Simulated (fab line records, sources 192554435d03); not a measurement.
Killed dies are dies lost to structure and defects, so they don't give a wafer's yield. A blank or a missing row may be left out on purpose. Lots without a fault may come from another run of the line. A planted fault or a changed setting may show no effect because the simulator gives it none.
Chamber matching | flow n5_finfet | N5_BEOL_M10_CMP_52 on cmp-02: 4 sister chambers
The step polishes, stops on SiCOH lowk, t overpolish 7 s, target thk 140 nm. 8 wafers are shown with their chamber, then 7 later ones without.

WAFERS WITH THEIR CHAMBER
wafer  | chamber | retaining_ring_pressure_frac | motor_current_A (A)
L725.3 | 3       | 0.998                        | 5.2
L725.5 | 0       | 1.003                        | 5.6
L726.6 | 2       | 1.000                        | 5.4
L729.4 | 3       | 0.995                        | 5.4
L729.5 | 1       | 0.997                        | 5.5
L729.6 | 2       | 0.999                        | 5.3
L727.1 | 1       | 0.998                        | 5.5
L727.2 | 0       | 1.011                        | 5.5

WAFERS WITHOUT THEIR CHAMBER
wafer  | retaining_ring_pressure_frac | motor_current_A (A)
L727.4 | 0.989                        | 5.2
L734.1 | 1.000                        | 6.0
L734.3 | 1.005                        | 5.5
L734.4 | 0.997                        | 5.5
L737.3 | 0.996                        | 5.2
L737.4 | 0.996                        | 5.6
L737.6 | 1.006                        | 5.5

WHICH CHAMBER EACH WENT THROUGH
wafer  | from the rows above          | in truth
L727.4 | can't be placed: 3 or 2 or 1 | 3
L734.1 | can't be placed: 0 or 1 or 2 | 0
L734.3 | can't be placed: 0 or 1 or 2 | 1
L734.4 | can't be placed: 1 or 2      | 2
L737.3 | can't be placed: 3 or 2      | 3
L737.4 | can't be placed: 1 or 2      | 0
L737.6 | 0                            | 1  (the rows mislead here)
Placed correctly: 0 of 7. Can't be placed from these rows: 6 (the true chamber is among the candidates in 5). Placed wrongly: 1.
How it was worked out, from the rows above alone: a wafer's distance from a chamber is the root of the sum, over the readings, of the square of ((its reading less the chamber's mean) divided by the reading's scatter). The wafer belongs to the nearest chamber; if the next one is less than 2 further off, it can't be placed. A chamber's mean is the mean of its shown wafers. The scatter: the root of (the sum of the squares of (reading less its chamber's mean) over the shown wafers, divided by (wafers less chambers)).
